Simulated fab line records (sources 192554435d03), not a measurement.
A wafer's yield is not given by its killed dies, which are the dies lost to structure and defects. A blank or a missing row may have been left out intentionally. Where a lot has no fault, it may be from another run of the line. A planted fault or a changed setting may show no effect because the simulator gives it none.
Struck lot and sound lot, side by side | flow n5Finfet | 19 steps out of a route of 1938
Sound: these wafers, L865.2, L865.5, L865.6. Wafers L871.2, L871.3, L871.4 were the ones struck. The cause is named last.
Order at every step that has rows: each side's tool, ch and its chambers, its first start. Under that, the readings that differ: sound wafers | struck wafers | difference of the means | sigmas: that difference in standard deviations of wafers without a fault.
alike: readings whose means differ by less than 2 such deviations, and words and numbers that are the same on both sides. not compared: withheld readings, readings that some wafer has no value for, bounds like >300 that may hide the same value, and numbers for which the record gives no deviation and whose values overlap.
The two part at a step that has a row with sigmas, a row that says differs or no value, or rows on one side only. Numbers that have no deviation but don't overlap get no sigmas and don't part them. A reading missing from all wafers of one side parts the sides only when that side holds two or more wafers.

first, 9 steps without rows for these wafers: N5_SD_EPI_N_COAT_33 (time 60 s, resist thk 35 nm); N5_SD_EPI_N_COAT_03 (resist thk 150 nm); N5_SD_EPI_N_EBR_05; N5_SD_EPI_N_SOFTBAKE_04 (time 60 s); N5_SD_EPI_N_EXPOSE_06 (exposes mask SD N BLK, target cd 120 nm); N5_SD_EPI_N_PEB_07 (peb time 60 s); N5_SD_EPI_N_DEVELOP_08 (develop time 30 s); N5_SD_EPI_N_DESCUM_14 (chemistry O2, time 7.9 s); N5_SD_EPI_N_ETCH_34 (etches SiARC in CF4, target depth 45.5 nm, time 75.8 s).
N5_SD_EPI_N_ETCH_35: etches SOC in N2/H2, overetch 108 nm, time 486 s.
  sound on rieDiel-01 ch 1,2,3, day 4 18:59; struck on rieDiel-01 ch 0,1,3, day 6 07:10
reading                                    | sound             | struck            | difference | sigmas
model.SD_EPI_N.cdNm (nm)                   | 119.6 118.8 120.8 | 115.6 116.4 117.8 | -3.1       | 
model.SiARC_of_SD_EPI_N_COAT_33.thkNm (nm) | 19.2 19.8 19.6    | 23.4 22.6 23      | +3.5       | 
  alike: drypumpMotorCurrentA, oesProductAu, rfVppV, showerheadPlenumPTorr, throttleValvePct
  not compared: rfHoursCounterH
then, 1 step without rows for these wafers: N5_SD_EPI_N_STRIP_36 (strips in N2/H2).
N5_SD_EPI_N_ETCHBACK_44: etches SiNx in CH3F/O2, stops on SiO2, target depth 14.5 nm.
  sound on rieDiel-01 ch 1,2,3, day 4 19:18; struck on rieDiel-01 ch 0,1,3, day 6 07:29
reading             | sound          | struck         | difference | sigmas
oesProductAu (a.u.) | 0.75 0.69 0.63 | 0.31 0.65 0.34 | -0.26      | -5
  alike: drypumpMotorCurrentA, mfcArSccm, oes_f_703_au, rfVppV, showerheadPlenumPTorr, throttleValvePct
  not compared: rfHoursCounterH
then, 1 step without rows for these wafers: N5_SD_EPI_N_ETCH_45 (etches SiOCN in CH3F/O2, target depth 6 nm).
N5_SD_EPI_N_ETCH_16: etches SiO2 in CHF3/O2, target depth 5 nm.
  sound on rieDiel-01 ch 1,2,3, day 4 19:30; struck on rieDiel-01 ch 0,1,3, day 6 07:41
reading                                    | sound          | struck       | difference | sigmas
model.SiARC_of_SD_EPI_N_COAT_33.thkNm (nm) | 11.6 12.8 12.4 | 16.2 15 15.8 | +3.4       | 
  alike: drypumpMotorCurrentA, mfcArSccm, oes_f_703_au, oesProductAu, rfVppV, showerheadPlenumPTorr, throttleValvePct
  not compared: rfHoursCounterH
then, 1 step without rows for these wafers: N5_SD_EPI_N_STRIP_47 (strips in CHF3/O2).
N5_SD_EPI_N_SD_RECESS_17: chemistry HBr/Cl2/O2, target depth 41 nm, time 23.7 s, bt time 3 s.
  sound on rieSi-01 ch 0,1,2, day 4 19:34; struck on rieSi-04 ch 0,1,2, day 6 07:46
reading                  | sound             | struck            | difference | sigmas
model.SD_EPI_N.cdNm (nm) | 119.4 118.4 120.6 | 115.6 116.2 117.6 | -3.0       | 
  alike: drypumpMotorCurrentA, mfcCl2Sccm, oesProductAu, throttleValvePct
  not compared: rfHoursCounterH
then, 1 step without rows for these wafers: N5_SD_EPI_N_STRIP_38 (strips in N2/H2).
N5_BEOL_M4_RC_MEAS_101:
  the record has rows for the sound wafers here (prober-01 ch 0, day 9 23:15) and none for the struck ones
-- here the record skips 10 days between the struck wafers' starts before and after, leaving off in module BEOL_M4 and picking up in module PASSIVATION (first step shown: number 1936 of the route) --
N5_PASSIVATION_PROBE_49:
  only the struck wafers here have rows in the record (prober-02, day 16 06:37); the sound ones have none

== WHERE THEY PART ==
First at N5_SD_EPI_N_ETCHBACK_44; last, within this record, at N5_PASSIVATION_PROBE_49.

WHY: what the simulator had put in
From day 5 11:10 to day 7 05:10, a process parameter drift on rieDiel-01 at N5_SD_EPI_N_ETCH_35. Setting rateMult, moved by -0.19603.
